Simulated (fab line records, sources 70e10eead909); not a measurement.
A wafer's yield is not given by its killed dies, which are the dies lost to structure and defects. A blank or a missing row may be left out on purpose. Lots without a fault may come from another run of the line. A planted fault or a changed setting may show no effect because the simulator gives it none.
Chamber matching | flow nand-harc | NHARC_P_BONDPAD_CMP_19 on cmp-04: 4 sister chambers
The step polishes, t overpolish 30 s, cu recess touch 16 s, target thk 160.81 nm. 4 wafers are shown with their chamber, then 12 later ones without.

== WAFERS WITH THEIR CHAMBER ==
wafer  | chamber | motor-current-A (A)
L088.2 | 3       | 11.7
L088.1 | 2       | 11.9
L088.3 | 0       | 14.9
L088.6 | 1       | 14.8

== WAFERS MISSING THEIR CHAMBER ==
wafer  | motor-current-A (A)
L092.1 | 11.2
L092.4 | 15.7
L092.6 | 11.2
L094.1 | 14.3
L094.3 | 11.0
L094.5 | 11.9
L095.3 | 15.0
L095.5 | 14.2
L095.6 | 15.7
L097.2 | 15.2
L097.3 | 15.0
L097.5 | 14.7

== EACH ONE'S CHAMBER ==
wafer  | from the rows above     | in truth
L092.1 | can't be placed: 3 or 2 | 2
L092.4 | can't be placed: 0 or 1 | 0
L092.6 | can't be placed: 3 or 2 | 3
L094.1 | can't be placed: 1 or 0 | 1
L094.3 | can't be placed: 3 or 2 | 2
L094.5 | can't be placed: 2 or 3 | 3
L095.3 | can't be placed: 0 or 1 | 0
L095.5 | can't be placed: 1 or 0 | 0
L095.6 | can't be placed: 0 or 1 | 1
L097.2 | can't be placed: 0 or 1 | 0
L097.3 | can't be placed: 0 or 1 | 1
L097.5 | can't be placed: 1 or 0 | 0
Correctly placed: 0 of 12. Cannot be placed on the basis of these rows: 12; the candidates contain the true chamber in 12. Number placed wrongly: 0.
How it was worked out, from the rows above alone: a wafer's distance from a chamber is the root of the sum, over the readings, of the square of ((its reading less the chamber's mean) divided by the reading's scatter). The wafer belongs to the nearest chamber; if the next one is less than 2 further off, it can't be placed. The mean given for a chamber averages the wafers shown for that chamber. The scatter (one wafer shown for each chamber): square how far every hidden wafer sits from the nearest shown wafer, average those squares and take the square root.
